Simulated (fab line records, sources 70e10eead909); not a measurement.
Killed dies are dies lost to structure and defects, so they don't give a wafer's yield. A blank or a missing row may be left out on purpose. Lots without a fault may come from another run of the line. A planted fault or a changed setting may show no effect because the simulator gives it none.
Chamber matching | flow nand_harc | NHARC_A_STAIRCASE_DEP_325 on pecvd-04: 3 sister chambers
The step deposits SiO2, target thk 3800 nm. 14 wafers are shown with their chamber, then 7 later ones without.

WAFERS WITH THEIR CHAMBER
wafer  | chamber | heater_power_w (W)
L076.1 | 0       | 782
L076.3 | 1       | 742
L076.6 | 1       | 757
L075.1 | 2       | 572
L075.3 | 1       | 852
L075.4 | 2       | 518
L082.1 | 2       | 581
L082.2 | 0       | 720
L082.6 | 2       | 512
L085.2 | 0       | 747
L085.3 | 1       | 900
L085.4 | 2       | 510
L091.2 | 2       | 609
L091.3 | 0       | 753

SIGNATURES (means of the wafers above)
reading        | chamber 0 | chamber 1 | chamber 2 | scatter within a chamber
heater_power_w | 750.50    | 812.75    | 550.33    | 50.6
Rule: a wafer's distance from a chamber is the root of the sum, over the readings, of the square of ((its reading less the chamber's mean) divided by the reading's scatter). The wafer belongs to the nearest chamber; if the next one is less than 2 further off, it can't be placed. The scatter: the root of (the sum of the squares of (reading less its chamber's mean) over the shown wafers, divided by (wafers less chambers)).

WAFERS WITHOUT THEIR CHAMBER
wafer  | heater_power_w (W)
L091.4 | 632
L095.2 | 583
L095.4 | 618
L095.6 | 504
L097.2 | 736
L097.3 | 855
L097.4 | 481

WHICH CHAMBER EACH WENT THROUGH
wafer  | from the rows above          | in truth
L091.4 | can't be placed: 2 or 0 or 1 | 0
L095.2 | 2                            | 2
L095.4 | can't be placed: 2 or 0      | 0
L095.6 | 2                            | 2
L097.2 | can't be placed: 0 or 1      | 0
L097.3 | can't be placed: 1 or 0      | 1
L097.4 | 2                            | 2
Placed correctly: 3 of 7. Can't be placed from these rows: 4 (the true chamber is among the candidates in 4). Placed wrongly: 0.
